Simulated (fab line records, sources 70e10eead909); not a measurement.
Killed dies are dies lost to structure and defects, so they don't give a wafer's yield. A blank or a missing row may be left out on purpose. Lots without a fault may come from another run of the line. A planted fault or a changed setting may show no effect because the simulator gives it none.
Chamber matching | flow nand_harc | NHARC_A_STAIRCASE_TRIM_229 on rie_diel-09: 4 sister chambers
The step chemistry O2, time 211.2 s. 20 wafers are shown with their chamber, then 10 later ones without.

WAFERS WITH THEIR CHAMBER
wafer  | chamber | drypump_motor_current_A (A) | showerhead_plenum_p_Torr (Torr) | oes_product_au (a.u.)
L077.1 | 2       | 5.7                         | 3.58                            | 1.002
L077.4 | 0       | 5.2                         | 3.51                            | 1.006
L077.5 | 0       | 5.2                         | 3.51                            | 0.999
L076.1 | 2       | 5.8                         | 3.58                            | 0.996
L076.2 | 3       | 6.5                         | 3.65                            | 0.989
L076.3 | 1       | 5.5                         | 3.28                            | 1.004
L079.2 | 3       | 6.5                         | 3.65                            | 0.995
L079.3 | 2       | 5.8                         | 3.58                            | 0.994
L079.5 | 1       | 5.5                         | 3.28                            | 1.005
L080.1 | 1       | 5.5                         | 3.28                            | 1.007
L080.2 | 2       | 5.8                         | 3.58                            | 0.998
L080.5 | 1       | 5.5                         | 3.28                            | 1.006
L082.1 | 2       | 5.7                         | 3.58                            | 0.987
L082.4 | 0       | 5.2                         | 3.50                            | 1.001
L082.6 | 0       | 5.2                         | 3.50                            | 0.999
L085.2 | 1       | 5.5                         | 3.27                            | 1.007
L085.5 | 0       | 5.2                         | 3.49                            | 0.996
L085.6 | 1       | 5.5                         | 3.27                            | 1.005
L086.2 | 2       | 5.7                         | 3.57                            | 0.998
L086.4 | 1       | 5.5                         | 3.26                            | 1.003

SIGNATURES (means of the wafers above)
reading                  | chamber 0 | chamber 1 | chamber 2 | chamber 3 | scatter within a chamber
drypump_motor_current_A  | 5.200     | 5.500     | 5.750     | 6.500     | 0.0306
showerhead_plenum_p_Torr | 3.5020    | 3.2743    | 3.5783    | 3.6500    | 0.00678
oes_product_au           | 1.00020   | 1.00529   | 0.99583   | 0.99200   | 0.00367
Rule: a wafer's distance from a chamber is the root of the sum, over the readings, of the square of ((its reading less the chamber's mean) divided by the reading's scatter). The wafer belongs to the nearest chamber; if the next one is less than 2 further off, it can't be placed. The scatter: the root of (the sum of the squares of (reading less its chamber's mean) over the shown wafers, divided by (wafers less chambers)).

WAFERS WITHOUT THEIR CHAMBER
wafer  | drypump_motor_current_A (A) | showerhead_plenum_p_Torr (Torr) | oes_product_au (a.u.)
L086.5 | 5.8                         | 3.57                            | 0.990
L088.3 | 6.5                         | 3.64                            | 1.007
L088.4 | 5.8                         | 3.56                            | 1.003
L088.6 | 5.2                         | 3.49                            | 0.993
L092.2 | 6.5                         | 3.63                            | 1.015
L092.4 | 5.5                         | 3.80                            | 1.001
L092.6 | 5.2                         | 3.48                            | 1.001
L097.1 | 5.8                         | 3.55                            | 0.991
L097.2 | 5.5                         | 3.79                            | 1.006
L097.6 | 6.5                         | 3.62                            | 1.009

WHICH CHAMBER EACH WENT THROUGH
wafer  | from the rows above | in truth
L086.5 | 2                   | 2
L088.3 | 3                   | 3
L088.4 | 2                   | 2
L088.6 | 0                   | 0
L092.2 | 3                   | 3
L092.4 | 2                   | 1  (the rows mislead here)
L092.6 | 0                   | 0
L097.1 | 2                   | 2
L097.2 | 2                   | 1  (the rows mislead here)
L097.6 | 3                   | 3
Placed correctly: 8 of 10. Can't be placed from these rows: 0. Placed wrongly: 2.
